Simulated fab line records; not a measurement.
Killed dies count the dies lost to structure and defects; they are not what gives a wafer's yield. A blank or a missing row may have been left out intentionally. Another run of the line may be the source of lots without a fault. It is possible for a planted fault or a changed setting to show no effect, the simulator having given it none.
Split-lot experiment + flow n5_finfet + 7 lots, 21 wafers read, on a route of 1938 steps

## SPLIT DETAILS
At N5_BEOL_M11_ILD_DEP_00 (deposits SiCOH lowk from DEMS/porogen, target thk 308.51 nm, time 58 s), the setting time_s was moved away from the recipe's 58 s on 10 of the 21 wafers read, by -9.6% to +7.6%. For the rest of the wafers, this setting stayed at what the recipe calls for.

## FROM THE SPLIT TO THE READING: what the file shows between them, 1 step
- N5_BEOL_M11_CURE_71: cures SiCOH lowk, time 240 s

## THE READING
M11_ILD_THK in nanometres, read at N5_BEOL_M11_THK_MEAS_01. A value of 268 nm with a standard deviation of 3.6 nm is what fault-free wafers of this fab line usually give.

| wafer  | tool, chamber at the split | time_s as run, s | against the recipe | M11_ILD_THK, nm | against lot-mates on the recipe |
|--------|----------------------------|------------------|--------------------|-----------------|---------------------------------|
| L078.1 | pecvd-03, 2                | 58               | recipe             | 263             | -                               |
| L078.3 | pecvd-03, 0                | 58               | recipe             | 266             | -                               |
| L078.5 | pecvd-03, 1                | 58               | recipe             | 270             | -                               |
| L077.1 | pecvd-01, 1                | 58               | recipe             | 267             | -                               |
| L077.3 | pecvd-01, 0                | 58               | recipe             | 271             | -                               |
| L077.6 | pecvd-01, 1                | 52.41            | -9.6%              | 244             | -25                             |
| L079.1 | pecvd-03, 1                | 58               | recipe             | 260             | -                               |
| L079.4 | pecvd-03, 1                | 60.64            | +4.6%              | 277             | +14                             |
| L079.5 | pecvd-03, 2                | 58               | recipe             | 265             | -                               |
| L089.3 | pecvd-03, 1                | 58               | recipe             | 260             | -                               |
| L089.4 | pecvd-03, 2                | 60.18            | +3.8%              | 276             | +16                             |
| L089.5 | pecvd-03, 0                | 60.18            | +3.8%              | 278             | +18                             |
| L088.1 | pecvd-04, 1                | 62.41            | +7.6%              | 282             | +15                             |
| L088.2 | pecvd-04, 2                | 58               | recipe             | 267             | -                               |
| L088.5 | pecvd-04, 1                | 62.41            | +7.6%              | 283             | +16                             |
| L090.1 | pecvd-04, 1                | 58               | recipe             | 264             | -                               |
| L090.5 | pecvd-04, 0                | 62.13            | +7.1%              | 289             | +25                             |
| L090.6 | pecvd-04, 2                | 62.13            | +7.1%              | 288             | +24                             |
| L097.3 | pecvd-03, 1                | 58               | recipe             | 267             | -                               |
| L097.4 | pecvd-03, 0                | 61.67            | +6.3%              | 287             | +20                             |
| L097.5 | pecvd-03, 1                | 61.67            | +6.3%              | 288             | +21                             |

FIT RESULTS
A straight line over all 21 wafers: M11_ILD_THK changes by +2.67 nm for each +1% of time_s; r = +0.95; the points scatter about the line by 3.6 nm.
The same after taking each lot's own level away (the mean of its wafers on the recipe; 21 wafers): +2.82 nm for each +1%; r = +0.96; scatter 3.6 nm.
According to that fit, moving time_s by its largest amount changes the reading by 27 nm.
From 260.0 to 269.0 nm: that is the span of the lots' own levels, equal to 2.5 times the standard deviation above.
Hence the lot-to-lot level has little effect on the slope; both slopes agree.
Check: for one of the wafers moved furthest among these (-9.6%), held out of the fit, the line's prediction against its lot-mates is -27.4 nm. It came out at -25 nm against them.

## FURTHER SPLITS ON THESE WAFERS
These wafers also went through other splits before the reading. Each is held against what the fit with the lots' levels taken away leaves over:
| other split on the same wafers    | wafers away from the commonest value | r with M11_ILD_THK (lot level and that fit taken away) |
|-----------------------------------|--------------------------------------|--------------------------------------------------------|
| N5_BEOL_M7_HM_DEP_02 target_thk_a | 4                                    | -0.15                                                  |
| N5_BEOL_M8_COAT_60 spin_rpm       | 10                                   | -0.03                                                  |
| N5_BEOL_M9_COAT_63 spin_rpm       | 8                                    | -0.09                                                  |
| N5_BEOL_M9_COAT_22 spin_rpm       | 7                                    | +0.14                                                  |
| N5_BEOL_M10_TRENCH_ETCH_37 bias_w | 11                                   | -0.45                                                  |
| N5_BEOL_M10_ETCH_41 source_w      | 7                                    | -0.14                                                  |

## THE WHOLE CHAIN: every reading that the file lists as answering this split, in the file's order
| step                    | what it does                                                           | reading                                                                                   | change (the file's fit)              | r (the file's) |
|-------------------------|------------------------------------------------------------------------|-------------------------------------------------------------------------------------------|--------------------------------------|----------------|
| N5_BEOL_M11_ILD_DEP_00  | deposits SiCOH lowk from DEMS/porogen, target thk 308.51 nm, time 58 s | SiCOH_lowk_of_BEOL_M11_ILD_DEP_00.thk_nm (the simulator's own value, which no gauge read) | +3.23 nm for each +1% of the setting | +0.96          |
| N5_BEOL_M11_CURE_71     | cures SiCOH lowk, time 240 s                                           | SiCOH_lowk_of_BEOL_M11_ILD_DEP_00.thk_nm (the simulator's own value, which no gauge read) | +2.85 nm for each +1% of the setting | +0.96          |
| N5_BEOL_M11_THK_MEAS_01 |                                                                        | M11_ILD_THK                                                                               | +2.85 for each +1% of the setting    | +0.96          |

## THE FILE'S OWN FIT
M11_ILD_THK changes by +2.85 nm for each +1% of time_s, r = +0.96.
